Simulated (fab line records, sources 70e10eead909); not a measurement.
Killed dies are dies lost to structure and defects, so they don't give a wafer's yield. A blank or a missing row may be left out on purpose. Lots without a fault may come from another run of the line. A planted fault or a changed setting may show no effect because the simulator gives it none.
fab line records | flow nand_harc
record lots=24 wafers=72 last_day=33
route steps=1302 shown A_CHANNEL_FILL_D1@513 A_ONON_D2@565 A_CHANNEL_HOLE_D2@583 A_CHANNEL_FILL_D2@612
lots that met no fault: from a run of the same line without faults
start_h: hours from the record's first day to the start of the lot's first wafer shown | wait_h: hours since the lot's step before | " the same as in the row above | L1.1+2: a row that stands for several wafers | - no value, or no start given | * or withheld: withheld | < > ~ a bound
route shown NAME@n: a module of which the file shows steps, and the number in the route of the first | usual: mean/standard deviation of fault-free wafers | same: alike in all rows | chamber/n: place in a boat | sites: the reading at each site | _std_site: their standard deviation | _edge_site: outer sites' mean less inner sites' | radius_mm: how far each site lies from the wafer's centre | mask NAME#n: copy n | behind: the tool/chamber that last shaped the wafer | hold: why the lot was held/for how many hours/how that ended | device: the transistor (n, p or np) that didn't switch | end of line: the same wafers' tests at the end of the route | a step without rows: its recipe alone | killed: dies lost to structure and defects at the first sort, not the wafer's yield | map: a wafer's dies, x killed, . not, _ none there
set.NAME: the setting as run; set.NAME@STEP: as run at that earlier step | model.NAME: the simulator's own value behind a step, which no gauge read
steps of the route over a sample of lots; a table a step, a row a wafer
services: from which hour (start_h, from the record's first day; less than 0 if before it) a tool's chamber was out of use, for how many hours, and why
## steps
# step NHARC_A_CHANNEL_FILL_D1_CMP_10
# recipe target_thk_nm=150
# usual edge_zone_pressure_frac=0.999/0.0049 motor_current_A=12.4/1.2 time_to_endpoint_s=14.9/2.2
# columns lot.wafer tool chamber start_h wait_h edge_zone_pressure_frac motor_current_A time_to_endpoint_s
L074.2 cmp-04 3 239.38 0.4 1.003 14.2 8.4
L074.1 " 1 " " 1.002 12.9 13.6
L074.6 " 3 " " 1.011 14.2 10.2
L075.3 cmp-03 1 243.46 0.4 0.999 13.9 14.7
L075.1 " 2 " " 1.002 11.3 14.8
L075.6 " 0 " " 0.995 12.8 14.9
L076.3 cmp-03 2 263.75 0.4 1.002 10.6 15.2
L076.4 " 0 " " 1.007 13.6 15.9
L076.2 " 1 " " 0.997 13.5 13.8
L077.1 cmp-04 0 263.75 0.4 0.994 11.4 14.2
L077.5 " 0 " " 1.001 11.3 9.7
L077.6 " 1 " " 1.003 13.1 14.6
L078.4 cmp-04 0 284.74 0.4 0.996 11.2 13.4
L078.6 " 1 " " 0.999 12.4 13.6
L078.5 " 2 " " 1.003 13.1 11.8
L079.2 cmp-01 0 291.23 0.4 1.000 12.0 15.3
L079.6 " 2 " " 0.993 11.7 14.8
L079.5 " 3 " " 0.993 11.6 15.0
L080.1 cmp-03 1 296.24 0.4 1.000 13.1 14.8
L080.4 " 2 " " 1.004 10.9 16.9
L080.6 " 2 " " 0.999 10.8 16.3
L081.1 cmp-04 3 303.03 0.4 1.002 13.5 11.4
L081.3 " 0 " " 1.004 11.8 12.6
L081.6 " 1 " " 0.990 12.6 14.6
L082.2 cmp-04 3 321.75 0.4 0.994 14.5 16.3
L082.1 " 0 " " 1.008 10.8 16.7
L082.4 " 1 " " 1.006 12.9 16.6
L083.1 cmp-03 0 321.78 0.4 1.003 12.6 17.0
L083.6 " 2 " " 1.009 10.9 16.7
L083.5 " 3 " " 0.997 9.9 18.2
L084.2 cmp-04 0 338.27 0.4 0.997 11.4 16.6
L084.3 " 1 " " 0.999 12.5 17.0
L084.5 " 0 " " 0.997 11.1 15.7
L085.2 cmp-04 0 350.58 0.4 0.997 11.7 14.0
L085.4 " 1 " " 0.996 11.7 13.5
L085.5 " 1 " " 0.999 12.4 12.0
L086.3 cmp-03 1 350.61 0.4 1.001 13.2 16.8
L086.2 " 2 " " 0.993 11.3 16.6
L086.1 " 3 " " 1.005 10.3 19.2
L087.4 cmp-03 0 365.18 0.4 1.005 13.7 20.0
L087.5 " 1 " " 1.004 12.8 16.0
L087.6 " 2 " " 1.001 11.4 17.0
L089.3 cmp-03 0 378.36 0.4 0.993 13.6 15.4
L089.6 " 3 " " 1.002 11.2 16.8
L089.5 " 0 " " 0.992 13.3 19.2
L088.3 cmp-01 1 386.38 0.4 0.997 13.6 17.4
L088.4 " 2 " " 1.003 13.1 16.3
L088.1 " 3 " " 1.007 10.6 15.0
L091.1 cmp-04 2 400.87 0.4 0.995 12.7 14.6
L091.2 " 3 " " 1.003 14.5 16.4
L091.5 " 3 " " 1.004 14.4 15.6
L090.1 cmp-03 0 400.90 0.4 0.997 13.6 14.9
L090.3 " 2 " " 1.001 11.5 14.6
L090.5 " 0 " " 0.992 13.0 12.9
L092.4 cmp-03 0 427.04 0.4 0.987 13.4 16.4
L092.1 " 2 " " 1.001 11.1 16.9
L092.2 " 3 " " 1.001 10.6 17.8
L094.1 cmp-04 2 444.31 0.4 1.005 12.8 17.4
L094.4 " 0 " " 1.008 10.9 15.6
L094.6 " 2 " " 1.010 12.8 16.9
L093.1 cmp-01 0 444.36 0.4 0.987 12.3 16.1
L093.6 " 1 " " 0.989 13.4 14.1
L093.5 " 2 " " 0.998 12.5 18.6
L095.2 cmp-01 1 444.46 0.5 1.003 13.5 12.8
L095.1 " 2 " " 1.006 12.7 13.9
L095.5 " 1 " " 0.995 13.6 14.3
L096.1 cmp-01 0 449.43 0.4 1.003 12.2 13.6
L096.3 " 3 " " 1.011 11.6 11.5
L096.6 " 1 " " 1.002 13.9 11.7
L097.4 cmp-03 2 477.04 0.4 0.988 11.1 12.8
L097.2 " 3 " " 0.993 10.7 16.3
L097.1 " 0 " " 1.002 13.5 14.0
# step NHARC_A_ONON_D2_THK_MEAS_30
# recipe thk_meas_gauge=ellipsometry
# usual thk_nm=1000/9.3
# columns lot.wafer tool chamber start_h wait_h thk_nm
L075.1 film_metro-01 - 293.95 - 1019
L075.3 " - " " 1020
L075.6 " - " " 1020
L074.1 film_metro-02 - 293.95 - 997
L074.2 " - " " 995
L074.6 " - " " 996
L076.2 film_metro-01 - 311.00 - 1001
L076.3 " - " " 1000
L076.4 " - " " 1000
L077.1 film_metro-02 - 311.00 - 984
L077.5 " - " " 985
L077.6 " - " " 983
L078.4 film_metro-02 - 329.68 - 994
L078.5 " - " " 995
L078.6 " - " " 995
L079.2 film_metro-01 - 335.15 - 1014
L079.5 " - " " 1016
L079.6 " - " " 1015
L080.1 film_metro-02 - 343.60 - 999
L080.4 " - " " 999
L080.6 " - " " 1000
L081.1 film_metro-01 - 352.07 - 996
L081.3 " - " " 996
L081.6 " - " " 995
L082.1 film_metro-01 - 369.97 - 999
L082.2 " - " " 999
L082.4 " - " " 999
L083.1 film_metro-01 - 370.30 - 1002
L083.5 " - " " 1002
L083.6 " - " " 1000
L084.2 film_metro-02 - 394.51 - 993
L084.3 " - " " 994
L084.5 " - " " 993
L085.2 film_metro-01 - 399.33 - 1001
L085.4 " - " " 1001
L085.5 " - " " 1001
L086.1 film_metro-02 - 399.36 - 1013
L086.2 " - " " 1013
L086.3 " - " " 1012
L087.4 film_metro-01 - 415.81 - 980
L087.5 " - " " 979
L087.6 " - " " 980
L089.3 film_metro-02 - 427.07 - 1012
L089.5 " - " " 1014
L089.6 " - " " 1014
L088.1 film_metro-02 - 436.02 - 1004
L088.3 " - " " 1003
L088.4 " - " " 1003
L090.1 film_metro-01 - 455.12 - 1003
L090.3 " - " " 1002
L090.5 " - " " 1004
L091.1 film_metro-01 - 455.47 - 1002
L091.2 " - " " 1002
L091.5 " - " " 1001
L092.1 film_metro-02 - 473.30 - 1004
L092.2 " - " " 1004
L092.4 " - " " 1004
L094.1 film_metro-02 - 488.64 - 1005
L094.4 " - " " 1004
L094.6 " - " " 1007
L095.1 film_metro-01 - 488.64 - 1000
L095.2 " - " " 999
L095.5 " - " " 999
L093.1 film_metro-02 - 488.65 - 1004
L093.5 " - " " 1004
L093.6 " - " " 1006
L096.1 film_metro-01 - 494.18 - 984
L096.3 " - " " 985
L096.6 " - " " 982
L097.1 film_metro-01 - 528.66 - 1000
L097.2 " - " " 999
L097.4 " - " " 999
# step NHARC_A_ONON_D2_INSPECT_32
# usual raw_defect_count=412/160
# columns lot.wafer tool chamber start_h wait_h raw_defect_count
L074.1 defect_inspect-02 - 294.49 0.0 147
L074.2 " - " " 477
L074.6 " - " " 163
L075.1 defect_inspect-01 - 294.49 0.0 261
L075.3 " - " " 217
L075.6 " - " " 262
L076.2 defect_inspect-02 - 311.53 0.0 437
L076.3 " - " " 720
L076.4 " - " " 336
L077.1 defect_inspect-01 - 311.54 0.0 524
L077.5 " - " " 315
L077.6 " - " " 524
L078.4 defect_inspect-01 - 330.24 0.0 256
L078.5 " - " " 351
L078.6 " - " " 462
L079.2 defect_inspect-02 - 335.70 0.0 298
L079.5 " - " " 315
L079.6 " - " " 360
L080.1 defect_inspect-02 - 344.15 0.0 314
L080.4 " - " " 182
L080.6 " - " " 438
L081.1 defect_inspect-01 - 352.62 0.0 291
L081.3 " - " " 227
L081.6 " - " " 334
L082.1 defect_inspect-01 - 370.50 0.0 294
L082.2 " - " " 636
L082.4 " - " " 444
L083.1 defect_inspect-01 - 370.84 0.0 494
L083.5 " - " " 512
L083.6 " - " " 632
L084.2 defect_inspect-02 - 395.04 0.0 254
L084.3 " - " " 230
L084.5 " - " " 303
L086.1 defect_inspect-01 - 399.91 0.0 528
L086.2 " - " " 637
L086.3 " - " " 589
L085.2 defect_inspect-01 - 400.00 0.0 319
L085.4 " - " " 729
L085.5 " - " " 362
L087.4 defect_inspect-01 - 416.39 0.0 566
L087.5 " - " " 729
L087.6 " - " " 925
L089.3 defect_inspect-02 - 427.60 0.0 230
L089.5 " - " " 314
L089.6 " - " " 286
L088.1 defect_inspect-02 - 436.56 0.0 474
L088.3 " - " " 485
L088.4 " - " " 327
L090.1 defect_inspect-01 - 455.66 0.0 529
L090.3 " - " " 446
L090.5 " - " " 410
L091.1 defect_inspect-01 - 456.03 0.0 322
L091.2 " - " " 476
L091.5 " - " " 365
L092.1 defect_inspect-02 - 473.83 0.0 335
L092.2 " - " " 631
L092.4 " - " " 422
L094.1 defect_inspect-02 - 489.17 0.0 212
L094.4 " - " " 206
L094.6 " - " " 234
L095.1 defect_inspect-01 - 489.17 0.0 358
L095.2 " - " " 316
L095.5 " - " " 361
L093.1 defect_inspect-02 - 489.23 0.0 591
L093.5 " - " " 638
L093.6 " - " " 405
L096.1 defect_inspect-02 - 494.76 0.0 488
L096.3 " - " " 343
L096.6 " - " " 441
L097.1 defect_inspect-02 - 529.19 0.0 497
L097.2 " - " " 452
L097.4 " - " " 403
# step NHARC_A_CHANNEL_HOLE_D2_OVL_MEAS_11
# usual overlay_x_nm=0.1/0.84 overlay_y_nm=-0.1/0.72
# columns lot.wafer tool chamber start_h wait_h overlay_x_nm overlay_y_nm
L074.1 overlay-02 - 298.59 - 1.2 -0.5
L074.2 " - " " 1.6 -0.8
L074.6 " - " " 1.6 0.2
L075.1 overlay-02 - 299.75 - -1.2 -0.5
L075.3 " - " " 0.1 0.0
L075.6 " - " " -0.2 -0.4
L076.2 overlay-02 - 314.31 - 1.2 -0.3
L076.3 " - " " 0.7 -0.4
L076.4 " - " " 1.3 -0.3
L077.1 overlay-01 - 316.21 - 1.4 -0.7
L077.5 " - " " 2.0 -0.7
L077.6 " - " " 1.5 -0.4
L078.4 overlay-01 - 333.49 - 0.3 -0.1
L078.5 " - " " 0.4 -1.0
L078.6 " - " " -0.6 -0.9
L079.2 overlay-02 - 338.56 - 0.0 0.3
L079.5 " - " " 0.4 0.0
L079.6 " - " " 0.5 0.5
L080.1 overlay-01 - 348.48 - -1.1 0.0
L080.4 " - " " -1.1 0.4
L080.6 " - " " -0.3 0.1
L081.1 overlay-02 - 355.49 - -1.0 -0.3
L081.3 " - " " -0.9 -0.5
L081.6 " - " " -0.6 -0.2
L082.1 overlay-02 - 373.37 - 1.7 -0.1
L082.2 " - " " 1.2 -0.1
L082.4 " - " " 1.5 0.3
L083.1 overlay-01 - 375.26 - 0.2 -0.5
L083.5 " - " " -0.1 -0.2
L083.6 " - " " -0.4 -0.4
L084.2 overlay-01 - 397.84 - 0.6 0.7
L084.3 " - " " 0.6 0.2
L084.5 " - " " 0.6 0.3
L086.1 overlay-01 - 403.79 - -0.8 -0.1
L086.2 " - " " -0.4 0.0
L086.3 " - " " -0.6 -0.3
L085.2 overlay-02 - 405.42 - 1.0 0.3
L085.4 " - " " 0.9 0.5
L085.5 " - " " 0.9 0.1
L087.4 overlay-01 - 419.59 - 0.0 -0.6
L087.5 " - " " 0.3 -0.4
L087.6 " - " " 0.0 -0.1
L089.3 overlay-01 - 435.48 - -0.2 0.5
L089.5 " - " " -0.5 1.2
L089.6 " - " " -0.5 0.9
L088.1 overlay-01 - 441.64 - 0.0 -1.5
L088.3 " - " " -0.4 -1.7
L088.4 " - " " -0.5 -1.9
L090.1 overlay-02 - 461.81 - 0.0 0.3
L090.3 " - " " 0.6 0.3
L090.5 " - " " 0.5 -0.1
L091.1 overlay-02 - 462.35 - -1.1 -0.6
L091.2 " - " " -1.3 -1.3
L091.5 " - " " -0.8 -0.8
L092.1 overlay-01 - 476.63 - -0.8 0.2
L092.2 " - " " -0.4 0.0
L092.4 " - " " -0.6 0.6
L094.1 overlay-01 - 496.37 - -0.5 0.3
L094.4 " - " " -0.7 0.5
L094.6 " - " " -0.1 0.6
L095.1 overlay-01 - 497.49 - -0.3 -1.1
L095.2 " - " " -0.2 -1.4
L095.5 " - " " -0.1 -1.3
L093.1 overlay-02 - 498.37 - -0.8 0.8
L093.5 " - " " -0.8 0.9
L093.6 " - " " -0.5 0.8
L096.1 overlay-01 - 502.00 - 0.4 0.6
L096.3 " - " " 1.0 0.8
L096.6 " - " " 0.1 0.7
L097.1 overlay-01 - 531.98 - 0.9 1.2
L097.2 " - " " 1.3 1.3
L097.4 " - " " 0.5 1.0
# step NHARC_A_CHANNEL_HOLE_D2_ETCH_26
# recipe bias_v=300 source_w=2000 pressure_mtorr=30 time_s=224.1 ar_flow_sccm=375 c4f8_flow_sccm=11.4 o2_flow_sccm=113.6 temp_c=-20 target_depth_a=3000 chemistry=C4F8/O2/Ar
# usual drypump_motor_current_A=5.7/0.67 o2_flow_sccm=113.6/0.35 showerhead_plenum_p_Torr=3.77/0.13 throttle_valve_pct=24.584/0.0095
# columns lot.wafer tool chamber start_h wait_h drypump_motor_current_A o2_flow_sccm rf_hours_counter_h showerhead_plenum_p_Torr throttle_valve_pct
L074.2 har_etch-01 1 305.09 0.7 5.4 113.5 156 3.90 24.592
L074.1 " 0 " " 4.9 113.8 156 3.74 24.593
L074.6 " 0 " " 4.9 113.3 - 3.74 24.570
L075.1 har_etch-02 0 305.77 0.7 6.7 113.8 371 3.47 24.578
L075.3 " 1 " " 6.1 113.0 - 3.78 24.574
L075.6 " 1 " " 6.1 113.4 - 3.78 24.591
L076.2 har_etch-01 0 319.43 0.6 4.9 113.6 167 3.73 24.602
L076.4 " 1 " " 5.4 113.6 - 3.89 24.591
L076.3 " 0 " " 4.9 113.7 - 3.73 24.575
L077.1 har_etch-02 1 325.00 1.4 6.1 113.1 370 3.77 24.585
L077.5 " 1 " " 6.1 113.3 - 3.77 24.593
L077.6 " 1 " " 6.1 113.8 - 3.77 24.578
L078.4 har_etch-02 1 338.60 0.4 6.1 113.0 - 3.77 24.587
L078.5 " 0 " " 6.7 113.7 - 3.47 24.585
L078.6 " 1 " " 6.1 113.5 - 3.77 24.583
L079.2 har_etch-02 1 343.66 0.6 6.1 113.7 386 3.76 24.600
L079.5 " 0 " " 6.7 113.4 - 3.47 24.578
L079.6 " 1 " " 6.1 113.3 - 3.76 24.591
L080.1 har_etch-02 1 355.86 0.6 6.1 113.7 394 3.76 24.588
L080.4 " 0 " " 6.7 113.6 - 3.46 24.578
L080.6 " 0 " " 6.7 113.9 - 3.46 24.590
L081.1 har_etch-01 0 360.56 0.6 4.9 113.9 186 3.72 24.590
L081.3 " 1 " " 5.3 113.8 - 3.88 24.580
L081.6 " 0 " " 4.9 113.6 - 3.72 24.576
L082.2 har_etch-01 1 381.50 0.7 5.4 113.2 202 3.87 24.587
L082.1 " 0 " " 4.9 113.5 202 3.71 24.595
L082.4 " 1 " " 5.4 114.2 - 3.87 24.587
L083.1 har_etch-01 0 385.63 0.7 5.0 113.9 205 3.71 24.589
L083.6 " 0 " " 5.0 113.5 - 3.71 24.587
L083.5 " 1 " " 5.4 113.3 - 3.87 24.586
L084.2 har_etch-02 1 403.10 0.7 6.1 114.0 8 3.75 24.590
L084.3 " 1 " " 6.1 114.1 - 3.75 24.583
L084.5 " 1 " " 6.1 114.0 - 3.75 24.587
L086.1 har_etch-01 1 408.87 0.7 5.4 113.4 221 3.86 24.587
L086.2 " 0 " " 4.9 113.9 221 3.70 24.586
L086.3 " 1 " " 5.4 113.5 - 3.86 24.576
L085.2 har_etch-02 0 410.52 0.6 6.7 113.8 11 3.99 24.588
L085.4 " 0 " " 6.7 113.9 - 3.98 24.568
L085.5 " 1 " " 6.1 114.1 - 3.75 24.581
L087.4 har_etch-01 0 424.69 0.5 4.9 113.5 - 3.70 24.589
L087.6 " 0 " " 4.9 113.8 - 3.69 24.598
L087.5 " 1 " " 5.4 113.0 - 3.85 24.585
L089.3 har_etch-01 1 442.82 0.4 5.3 113.4 - 3.85 24.586
L089.5 " 0 " " 4.9 113.8 - 3.69 24.585
L089.6 " 1 " " 5.3 113.3 - 3.85 24.566
L088.1 har_etch-01 1 446.93 0.6 5.3 113.1 244 3.85 24.595
L088.3 " 0 " " 4.9 114.1 - 3.69 24.600
L088.4 " 1 " " 5.3 113.2 - 3.85 24.577
L090.1 har_etch-01 1 469.49 0.6 5.4 113.5 255 3.84 24.597
L090.3 " 1 " " 5.3 114.0 - 3.84 24.579
L090.5 " 1 " " 5.4 113.5 - 3.84 24.603
L091.2 har_etch-02 0 470.36 0.7 6.7 113.4 46 3.96 24.586
L091.1 " 1 " " 6.1 113.7 46 3.73 24.571
L091.5 " 1 " " 6.1 113.5 - 3.73 24.582
L092.1 har_etch-01 1 481.72 0.7 5.4 114.0 263 3.84 24.596
L092.2 " 0 " " 5.0 114.4 263 3.68 24.591
L092.4 " 1 " " 5.3 113.6 - 3.83 24.572
L094.1 har_etch-01 1 501.46 0.6 5.4 113.8 274 3.83 24.590
L094.4 " 1 " " 5.4 113.7 - 3.83 24.565
L094.6 " 0 " " 4.9 113.5 - 3.67 24.575
L095.1 har_etch-02 0 502.57 0.7 6.7 113.7 65 3.95 24.580
L095.2 " 1 " " 6.1 114.1 65 3.72 24.576
L095.5 " 0 " " 6.7 113.5 - 3.95 24.585
L093.1 har_etch-01 0 505.59 0.7 4.9 113.6 278 3.67 24.588
L093.5 " 0 " " 4.9 113.2 - 3.67 24.597
L093.6 " 1 " " 5.4 113.7 - 3.83 24.589
L096.1 har_etch-02 0 507.47 0.6 6.7 113.8 68 3.95 24.598
L096.3 " 0 " " 6.7 113.3 - 3.95 24.555
L096.6 " 1 " " 6.1 113.5 - 3.71 24.580
L097.2 har_etch-02 0 537.35 0.7 6.7 113.3 84 3.94 24.594
L097.1 " 1 " " 6.1 113.4 84 3.70 24.577
L097.4 " 1 " " 6.1 113.8 - 3.70 24.586
# step NHARC_A_CHANNEL_FILL_D2_ALD_02
# recipe target_thk_a=60 pulse_time_s=10 ald_cycles=60 temp_c=300 material=SiO2
# usual heater_power_outer_w=274/21 heater_power_w=494/48 precursor_pulse_height_rel=0.998/0.021
# same pulse_time_s=10
# columns lot.wafer tool chamber start_h wait_h heater_power_outer_w heater_power_w precursor_pulse_height_rel
L074.1 ald_hk-03 0 307.23 - 258 495 1.021
L074.2 " 2 " " 264 478 0.980
L074.6 " 1 " " 275 496 1.042
L075.3 ald_hk-03 3 307.89 - 294 564 1.012
L075.1 " 1 " " 273 503 1.030
L075.6 " 0 " " 268 490 1.002
L076.2 ald_hk-04 2 321.53 - 273 484 1.011
L076.4 " 3 " " 314 579 0.987
L076.3 " 0 " " 265 448 1.011
L077.1 ald_hk-02 2 327.66 0.2 238 411 0.923
L077.5 " 1 " " 287 500 0.979
L077.6 " 2 " " 242 403 1.005
L078.4 ald_hk-04 2 340.96 0.3 269 495 0.949
L078.5 " 0 " " 261 449 0.993
L078.6 " 1 " " 262 453 0.946
L079.2 ald_hk-03 3 346.11 - 298 550 0.993
L079.5 " 0 " " 270 504 0.990
L079.6 " 1 " " 268 499 0.987
L080.1 ald_hk-04 2 358.35 - 263 492 0.995
L080.4 " 3 " " 305 570 1.007
L080.6 " 1 " " 260 454 0.990
L081.3 ald_hk-04 2 362.67 - 270 501 0.987
L081.1 " 0 " " 256 442 1.025
L081.6 " 3 " " 311 583 0.995
L082.4 ald_hk-04 1 383.78 - 261 478 1.012
L082.1 " 2 " " 277 495 0.991
L082.2 " 0 " " 258 444 1.017
L083.1 ald_hk-03 3 387.90 - 292 569 0.991
L083.5 " 1 " " 271 511 1.007
L083.6 " 2 " " 258 476 1.017
L084.2 ald_hk-03 0 405.36 - 260 497 1.033
L084.3 " 1 " " 272 486 0.981
L084.5 " 3 " " 290 547 0.990
L086.1 ald_hk-03 3 411.39 - 292 562 0.995
L086.3 " 1 " " 272 474 0.993
L086.2 " 2 " " 263 485 0.975
L085.2 ald_hk-04 2 412.61 - 273 502 1.016
L085.4 " 3 " " 316 573 1.027
L085.5 " 3 " " 318 575 1.001
L087.4 ald_hk-02 3 426.96 - 281 490 1.014
L087.6 " 0 " " 244 436 0.988
L087.5 " 1 " " 265 477 1.011
L089.3 ald_hk-03 3 444.85 - 292 560 1.015
L089.6 " 3 " " 291 562 1.026
L089.5 " 0 " " 271 507 0.984
L088.3 ald_hk-02 3 449.02 - 274 506 1.013
L088.1 " 0 " " 251 443 0.981
L088.4 " 2 " " 231 377 0.991
L090.3 ald_hk-02 2 471.65 - 229 380 0.975
L090.1 " 3 " " 274 495 1.001
L090.5 " 2 " " 231 382 0.966
L091.1 ald_hk-04 2 472.51 - 272 493 1.036
L091.2 " 0 " " 261 451 0.991
L091.5 " 2 " " 273 509 1.025
L092.1 ald_hk-02 0 484.08 - 251 447 0.949
L092.2 " 1 " " 274 481 0.989
L092.4 " 3 " " 277 502 0.977
L094.4 ald_hk-04 2 503.56 - 281 513 1.023
L094.1 " 3 " " 329 590 1.004
L094.6 " 3 " " 326 596 0.966
L095.1 ald_hk-04 3 504.77 - 332 581 1.006
L095.2 " 0 " " 261 444 0.990
L095.5 " 2 " " 281 489 1.014
L093.1 ald_hk-04 1 509.50 - 278 502 0.998
L093.6 " 1 " " 280 487 0.978
L093.5 " 2 " " 271 506 0.984
L096.3 ald_hk-04 1 509.93 - 283 501 1.012
L096.1 " 3 " " 324 588 1.011
L096.6 " 1 " " 277 506 1.000
L097.1 ald_hk-02 3 541.78 - 266 481 0.992
L097.4 " 1 " " 274 485 1.000
L097.2 " 2 " " 231 390 0.973
## services
# columns tool chamber start_h hours kind
cmp-03 - 252.64 3.1 repair
ald_hk-04 - 256.31 3.3 repair
har_etch-01 - 273.77 1.6 repair
cmp-03 - 282.09 4.0 pm
cmp-03 - 302.32 1.6 repair
cmp-04 - 307.07 4.0 pm
cmp-04 - 313.37 0.4 repair
cmp-03 - 316.75 0.4 repair
har_etch-01 - 337.73 0.1 repair
cmp-04 - 356.64 0.6 repair
cmp-04 - 369.43 1.7 repair
cmp-04 - 374.55 1.1 repair
har_etch-02 - 377.07 17.0 pm
cmp-04 - 378.88 0.5 repair
cmp-03 - 380.09 4.0 pm
cmp-04 - 405.07 4.0 pm
cmp-03 - 419.36 4.9 repair
ald_hk-04 - 437.59 10.0 pm
cmp-03 - 439.30 7.8 repair
cmp-04 - 444.74 0.6 repair
cmp-03 - 453.11 5.8 repair
cmp-03 - 478.25 4.0 pm
cmp-04 - 479.30 1.4 repair
cmp-04 - 486.81 0.5 repair
## key
fault none
